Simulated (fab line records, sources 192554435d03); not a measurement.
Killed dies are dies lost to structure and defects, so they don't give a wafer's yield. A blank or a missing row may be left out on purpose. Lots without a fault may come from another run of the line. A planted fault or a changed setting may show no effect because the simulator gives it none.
A struck lot beside a sound one | flow n5_finfet | 33 steps out of a route of 1938
Sound: wafers L686.1, L686.4, L686.6. Struck: wafers L696.3, L696.6. (L696.1 of the same lot was not struck and is left out.) The cause comes at the end.
At each step with rows: each side's tool, then ch and its chambers, then its first start. Under that, the readings that differ: sound wafers | struck wafers | difference of the means | sigmas: that difference in standard deviations of wafers without a fault.
alike: readings whose means differ by less than 2 such deviations, and words and numbers that are the same on both sides. not compared: withheld readings, readings that some wafer has no value for, bounds like >300 that may hide the same value, and numbers for which the record gives no deviation and whose values overlap.
The two part at a step that has a row with sigmas, a row that says differs or no value, or rows on one side only. Numbers that don't overlap but have no deviation are shown without sigmas and don't part them. A reading that every wafer of one side lacks parts them only if that side has two wafers or more.

N5_BEOL_M7_CD_MEAS_28: target cd 40 nm.
  sound on cd_sem-03 ch 0, day 10 19:13; struck on cd_sem-03 ch 0, day 13 14:14
  alike: cd_nm
N5_BEOL_M7_OVL_MEAS_29:
  sound on overlay-02 ch 0, day 10 19:16; struck on overlay-01 ch 0, day 13 14:16
  alike: V6_OVL
N5_BEOL_M7_INSPECT_30: inspects for defects (brightfield).
  sound on defect_inspect-01, day 10 19:19; struck on defect_inspect-01, day 13 14:20
  alike: raw_defect_count
then, 2 steps without rows for these wafers: N5_BEOL_M7_DESCUM_33 (chemistry O2, time 7 s); N5_BEOL_M7_ETCH_72 (etches underlayer in N2/H2, target depth 6.5 nm, time 5.2 s).
N5_BEOL_M7_ETCH_65: etches SiARC in CF4, target depth 15.6 nm, time 26 s.
  sound on rie_diel-06 ch 0,1,3, day 10 19:47; struck on rie_diel-04 ch 2, day 13 14:31
  reading                         | sound             | struck      | difference | sigmas
  rf_fwd_power_W (W)              | 533.8 532.1 532.1 | 537.2 538.7 | +5.3       | +2
  showerhead_plenum_p_Torr (Torr) | 2.14 2.21 2.18    | 2.03 2.03   | -0.15      | -2
  alike: drypump_motor_current_A, etch_rf_on_time_s, oes_product_au, rf_vpp_V, throttle_valve_pct
  not compared: rf_hours_counter_h
then, 6 steps without rows for these wafers: N5_BEOL_M7_ETCH_66 (etches SOC in N2/H2, target depth 80 nm, overetch 16 nm, time 120 s); N5_BEOL_M7_STRIP_69 (strips in N2/H2); N5_BEOL_M7_STRIP_73 (strips in N2/H2); N5_BEOL_M7_VIA_ETCH_34 (etches SiCOH lowk in C4F6/O2, target depth 125.5 nm, time 50.5 s); N5_BEOL_M7_STRIP_76 (strips in C4F6/O2); N5_BEOL_M7_STRIP_36 (strips in N2/H2).
N5_BEOL_M7_TRENCH_ETCH_37: etches SiCOH lowk in C4F6/O2, target depth 93.478 nm, time 31.2 s.
  sound on rie_diel-06 ch 0,1,3, day 10 20:01; struck on rie_diel-04 ch 2, day 13 14:44
  reading                             | sound             | struck      | difference | sigmas
  rf_fwd_power_W (W)                  | 337.5 341.4 341.8 | 424.6 424.4 | +84.3      | +40
  rf_vpp_V (V)                        | 681 662 661       | 595 595     | -73        | -6
  showerhead_plenum_p_Torr (Torr)     | 2.85 2.92 2.89    | 2.69 2.69   | -0.20      | -2
  model.etch.depth_nm (nm)            | 89.45 90.42 95.89 | 97.87 98.09 | +6.06      |
  model.BEOL_M7.feature_depth_nm (nm) | 89.4 90.4 95.8    | 97.8 98     | +6.0       |
  alike: drypump_motor_current_A, oes_product_au, throttle_valve_pct
  not compared: rf_hours_counter_h
then, 2 steps without rows for these wafers: N5_BEOL_M7_ETCH_41 (etches SiCN in CH3F/O2, target depth 31.9 nm, time 57.8 s); N5_BEOL_M7_STRIP_80 (strips in N2/H2, time 10 s).
N5_BEOL_M7_OCD_MEAS_38:
  sound on ocd-02, day 10 20:10; struck on ocd-02, day 13 14:54
  reading              | sound          | struck    | difference | sigmas
  trench_depth_nm (nm) | 89.9 90.2 96.0 | 97.3 97.8 | +5.5       | +3
then, 4 steps without rows for these wafers: N5_BEOL_M7_HM_STRIP_39 (strips TiN in peroxide tin strip, target depth 25 nm, time 158 s); N5_BEOL_M7_SRD_40 (time 30 s); N5_BEOL_M7_PRECLEAN_42 (cleans in residue remover, time 60 s); N5_BEOL_M7_SRD_43 (time 30 s).
N5_BEOL_M7_CD_MEAS_35: target cd 40 nm.
  sound on cd_sem-02, day 10 20:19; struck on cd_sem-03, day 13 15:03
  alike: cd_nm
N5_BEOL_M7_CURE_75: cures SiCOH lowk, time 120 s.
  sound on uv_cure-03 ch 1, day 10 20:22; struck on uv_cure-02 ch 2, day 13 15:14
  alike: lamp_power_pct, wafer_temp_C_max
N5_BEOL_M7_DEGAS_44: time 60 s.
  sound on pvd_sputter-03, day 10 22:48; struck on pvd_sputter-03, day 13 15:43
  alike: heater_power_w
then, 2 steps without rows for these wafers: N5_BEOL_M7_PRE_CLEAN_45 (time 30 s); N5_BEOL_M7_ALD_77 (deposits TaN, target thk 2 nm, pulse time 2 s, purge time 3 s).
N5_BEOL_M7_SURFACE_TREAT_79:
  sound on pvd_sputter-03, day 10 23:12; struck on pvd_sputter-01, day 13 16:31
  not compared: throttle_valve_pct
then, 3 steps without rows for these wafers: N5_BEOL_M7_CVD_78 (deposits Co from CCTBA/H2, target thk 2 nm, time 142.3 s); N5_BEOL_M7_SPUTTER_48 (material Cu, target thk 10 nm, time 1.667 s); N5_BEOL_M7_ECD_50 (material Cu, target thk 300 nm).
N5_BEOL_M7_ANNEAL_51: time 90 s.
  sound on rtp_anneal-01 ch 0, day 10 23:39; struck on rtp_anneal-01 ch 0, day 13 18:26
  alike: wafer_temp_C_max
N5_BEOL_M7_CMP_52: polishes, stops on SiCOH lowk, t overpolish 6.9 s, target thk 80 nm.
  sound on cmp-03 ch 0,1,3, day 11 00:02; struck on cmp-04 ch 1,3, day 13 18:43
  alike: barrier_field_endpoint_s, motor_current_A, overpolish_run_s, slurry_flow_ml_min, time_to_endpoint_s
  not compared: model.Cu_of_BEOL_M7_ECD_50.thk_nm
N5_BEOL_M7_THK_MEAS_53: measures by xrf.
  sound on film_metro-02, day 11 00:14; struck on film_metro-01, day 13 19:01
  reading     | sound          | struck    | difference | sigmas
  M7_THK (nm) | 75.1 75.5 82.6 | 85.5 82.7 | +6.4       | +3
-- the record jumps here: 4 days lie between the struck wafers' starts before and after (it left off in module BEOL_M7 and takes up again in module PASSIVATION, whose first step shown is number 1936 of the route) --
N5_PASSIVATION_PROBE_49:
  sound on prober-01, day 14 09:32; struck on prober-01, day 17 10:23
  alike: defect_limited_yield, killed_at_M0_to_M3, killed_at_M4_up, killed_at_contacts, killed_at_front_end, killed_at_other, killed_dies, killed_open, killed_short, sort_bin_5_function, sort_bin_6_memory, sort_n_pass, sort_yield_pct

WHERE THEY PART
First at N5_BEOL_M7_ETCH_65; last, within this record, at N5_BEOL_M7_THK_MEAS_53. Later steps at which nothing parts them and some readings are alike: N5_PASSIVATION_PROBE_49.

WHY: what the simulator had put in
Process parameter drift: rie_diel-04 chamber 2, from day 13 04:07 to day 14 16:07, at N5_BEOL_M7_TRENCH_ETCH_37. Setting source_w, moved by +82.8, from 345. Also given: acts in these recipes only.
